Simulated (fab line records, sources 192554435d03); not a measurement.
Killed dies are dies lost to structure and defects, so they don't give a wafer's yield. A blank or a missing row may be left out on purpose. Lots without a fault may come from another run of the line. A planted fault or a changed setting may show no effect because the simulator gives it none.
Split-lot experiment | flow n5_finfet | 7 lots, 39 wafers read, on a route of 1938 steps

THE SPLIT
At N5_BEOL_M0_SAQP_ETCH_106 (etches SOC in N2/H2, stops on SiNx, target depth 150 nm), the setting target_depth_a was moved away from the recipe's 1500 angstrom on 12 of the 39 wafers read, by -58.3% to +44.1%. The other wafers ran this setting at the recipe's value.

The reading is taken at the split's own step.

THE READING
SOC_of_BEOL_M0_SAQP_COAT_105.thk_nm (the simulator's own value, which no gauge read), in nm, at N5_BEOL_M0_SAQP_ETCH_106 (etches SOC in N2/H2, stops on SiNx, target depth 150 nm). The file gives no usual value for it. The 27 wafers here that ran the recipe average 25.1 nm, standard deviation 2 nm.

wafer  | tool, chamber at the split | target_depth_a as run, angstrom | against the recipe | SOC_of_BEOL_M0_SAQP_COAT_105.thk_nm, nm | against lot-mates on the recipe
L075.1 | rie_diel-04, 3             | 1500                            | recipe             | 25.4                                    | -
L075.2 | rie_diel-04, 0,2           | 1500                            | recipe             | 24                                      | -
L075.5 | rie_diel-04, 0,2           | 1500                            | recipe             | 24                                      | -
L075.3 | rie_diel-04, 1             | 1500                            | recipe             | 26.6                                    | -
L075.4 | rie_diel-04, 2             | 1500                            | recipe             | 24.2                                    | -
L075.6 | rie_diel-04, 3             | 1500                            | recipe             | 26.4                                    | -
L076.1 | rie_diel-02, 0,3,3         | 2137                            | +42.5%             | 0                                       | -26.6
L076.2 | rie_diel-02, 0,3,3         | 2137                            | +42.5%             | 0                                       | -26.6
L076.6 | rie_diel-02, 0,3,3         | 2137                            | +42.5%             | 0                                       | -26.6
L076.3 | rie_diel-02, 2             | 1500                            | recipe             | 26.6                                    | -
L076.4 | rie_diel-02, 1             | 1500                            | recipe             | 26.8                                    | -
L076.5 | rie_diel-02, 2             | 1500                            | recipe             | 26.4                                    | -
L077.1 | rie_diel-02, 3             | 1500                            | recipe             | 27.8                                    | -
L077.2 | rie_diel-02, 2,1,1         | 2161                            | +44.1%             | 0                                       | -23.9
L077.3 | rie_diel-02, 2,1,1         | 2161                            | +44.1%             | 0                                       | -23.9
L077.6 | rie_diel-02, 2,1,1         | 2161                            | +44.1%             | 0                                       | -23.9
L077.4 | rie_diel-02, 0             | 1500                            | recipe             | 22.2                                    | -
L077.5 | rie_diel-02, 0             | 1500                            | recipe             | 21.8                                    | -
L078.1 | rie_diel-05, 3             | 1500                            | recipe             | 25.8                                    | -
L078.2 | rie_diel-05, 0,1,1         | 2044                            | +36.3%             | 0                                       | -24.7
L078.3 | rie_diel-05, 0,1,1         | 2044                            | +36.3%             | 0                                       | -24.7
L078.6 | rie_diel-05, 0,1,1         | 2044                            | +36.3%             | 0                                       | -24.7
L078.4 | rie_diel-05, 2             | 1500                            | recipe             | 24.8                                    | -
L078.5 | rie_diel-05, 0             | 1500                            | recipe             | 23.6                                    | -
L081.1 | rie_diel-02, 0             | 1500                            | recipe             | 21.6                                    | -
L081.2 | rie_diel-02, 1             | 1500                            | recipe             | 26.6                                    | -
L081.3 | rie_diel-02, 3             | 1500                            | recipe             | 28                                      | -
L081.4 | rie_diel-02, 2             | 1500                            | recipe             | 27.4                                    | -
L081.5 | rie_diel-02, 3             | 1500                            | recipe             | 26.4                                    | -
L081.6 | rie_diel-02, 0             | 1500                            | recipe             | 21.8                                    | -
L083.1 | rie_diel-02, 3             | 1500                            | recipe             | 27.2                                    | -
L083.2 | rie_diel-02, 0             | 624.9                           | -58.3%             | 67.6                                    | +41.7
L083.3 | rie_diel-02, 2             | 624.9                           | -58.3%             | 69.8                                    | +43.9
L083.5 | rie_diel-02, 2             | 624.9                           | -58.3%             | 69.8                                    | +43.9
L083.4 | rie_diel-02, 3             | 1500                            | recipe             | 28                                      | -
L083.6 | rie_diel-02, 0             | 1500                            | recipe             | 22.4                                    | -
L094.2 | rie_diel-05, 0             | 1500                            | recipe             | 22.4                                    | -
L094.3 | rie_diel-05, 3             | 1500                            | recipe             | 25.2                                    | -
L094.4 | rie_diel-05, 2             | 1500                            | recipe             | 25                                      | -
Where a row lists several chambers, the file gives one row for several wafers and doesn't say which wafer went through which chamber.

THE FIT
A straight line over all 39 wafers: SOC_of_BEOL_M0_SAQP_COAT_105.thk_nm changes by -0.674 nm for each +1% of target_depth_a; r = -0.99; the points scatter about the line by 2.6 nm.
The same after taking each lot's own level away (the mean of its wafers on the recipe; 39 wafers): -0.668 nm for each +1%; r = -0.99; scatter 2.5 nm.
On that fit, the largest move of target_depth_a shifts the reading by 39 nm.
The lots' own levels span 23.93 to 26.60 nm, that is 1.3 times the standard deviation above.
So the lot-to-lot level changes the slope little: the two slopes agree.
Check: with one of the wafers moved furthest among these (-58.3%) left out of the fit, the line predicts +39.4 nm for it against its lot-mates. It came out at +41.7 nm against them.

OTHER SPLITS ON THESE WAFERS
These wafers also went through other splits before the reading. Each is held against what the fit with the lots' levels taken away leaves over:
other split on the same wafers     | wafers away from the commonest value | r with SOC_of_BEOL_M0_SAQP_COAT_105.thk_nm (lot level and that fit taken away)
N5_DUMMY_GATE_HM_DEP_06 time_s     | 33                                   | -0.28
N5_SD_EPI_N_ETCH_45 target_depth_a | 12                                   | +0.01

THE WHOLE CHAIN: every reading that the file lists as answering this split, in the file's order
step                     | what it does                                            | reading                                                                              | change (the file's fit)                                                          | r (the file's)
N5_BEOL_M0_SAQP_ETCH_106 | etches SOC in N2/H2, stops on SiNx, target depth 150 nm | SOC_of_BEOL_M0_SAQP_COAT_105.thk_nm (the simulator's own value, which no gauge read) | -0.662 nm for each +1% of the setting                                            | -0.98
N5_BEOL_M0_SAQP_ETCH_107 | etches SiNx in CH3F/O2, target depth 30 nm              | SOC_of_BEOL_M0_SAQP_COAT_105.thk_nm (the simulator's own value, which no gauge read) | not straight: 58.33 at the lowest setting, 14.29 at the recipe, 0 at the highest | not given

THE FILE'S OWN FIT
SOC_of_BEOL_M0_SAQP_COAT_105.thk_nm changes by -0.662 nm for each +1% of target_depth_a, r = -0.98.
